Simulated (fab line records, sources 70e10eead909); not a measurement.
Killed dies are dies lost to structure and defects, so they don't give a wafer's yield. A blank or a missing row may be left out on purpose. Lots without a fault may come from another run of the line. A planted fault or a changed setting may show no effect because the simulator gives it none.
Chamber matching | flow nand_harc | NHARC_A_STAIRCASE_ETCH_292 on rie_diel-04: 4 sister chambers
The step etches the open film in CF4/CHF3. 16 wafers are shown with their chamber, then 8 later ones without.

WAFERS WITH THEIR CHAMBER
wafer  | chamber | drypump_motor_current_A (A) | showerhead_plenum_p_Torr (Torr) | rf_vpp_V (V)
L074.2 | 1       | 5.6                         | 1.54                            | 369.4
L074.5 | 3       | 6.6                         | 1.70                            | 372.8
L074.6 | 2       | 5.2                         | 1.60                            | 371.1
L076.2 | 3       | 6.5                         | 1.70                            | 374.3
L076.4 | 2       | 5.2                         | 1.60                            | 370.8
L076.5 | 0       | 5.5                         | 1.55                            | 369.2
L078.1 | 0       | 5.5                         | 1.54                            | 369.1
L078.2 | 3       | 6.6                         | 1.70                            | 374.1
L078.3 | 2       | 5.2                         | 1.60                            | 372.1
L083.2 | 3       | 6.6                         | 1.69                            | 375.3
L083.5 | 2       | 5.3                         | 1.59                            | 371.7
L083.6 | 3       | 6.6                         | 1.69                            | 373.5
L087.2 | 3       | 6.6                         | 1.69                            | 375.3
L087.3 | 0       | 5.4                         | 1.54                            | 368.3
L087.5 | 3       | 6.6                         | 1.69                            | 374.1
L093.3 | 1       | 5.6                         | 1.52                            | 368.5

SIGNATURES (means of the wafers above)
reading                  | chamber 0 | chamber 1 | chamber 2 | chamber 3 | scatter within a chamber
drypump_motor_current_A  | 5.467     | 5.600     | 5.225     | 6.586     | 0.0435
showerhead_plenum_p_Torr | 1.5433    | 1.5300    | 1.5975    | 1.6943    | 0.00654
rf_vpp_V                 | 368.867   | 368.950   | 371.425   | 374.200   | 0.754
Rule: a wafer's distance from a chamber is the root of the sum, over the readings, of the square of ((its reading less the chamber's mean) divided by the reading's scatter). The wafer belongs to the nearest chamber; if the next one is less than 2 further off, it can't be placed. The scatter: the root of (the sum of the squares of (reading less its chamber's mean) over the shown wafers, divided by (wafers less chambers)).

WAFERS WITHOUT THEIR CHAMBER
wafer  | drypump_motor_current_A (A) | showerhead_plenum_p_Torr (Torr) | rf_vpp_V (V)
L093.5 | 5.3                         | 1.59                            | 371.4
L093.6 | 6.5                         | 1.68                            | 375.4
L094.2 | 5.6                         | 1.52                            | 369.1
L094.4 | 5.5                         | 1.53                            | 368.4
L094.5 | 5.5                         | 1.53                            | 368.8
L096.2 | 6.6                         | 1.68                            | 374.8
L096.3 | 5.2                         | 1.58                            | 373.1
L096.5 | 5.6                         | 1.52                            | 368.4

WHICH CHAMBER EACH WENT THROUGH
wafer  | from the rows above     | in truth
L093.5 | 2                       | 2
L093.6 | 3                       | 3
L094.2 | 1                       | 1
L094.4 | can't be placed: 0 or 1 | 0
L094.5 | can't be placed: 0 or 1 | 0
L096.2 | 3                       | 3
L096.3 | 2                       | 2
L096.5 | 1                       | 1
Placed correctly: 6 of 8. Can't be placed from these rows: 2 (the true chamber is among the candidates in 2). Placed wrongly: 0.
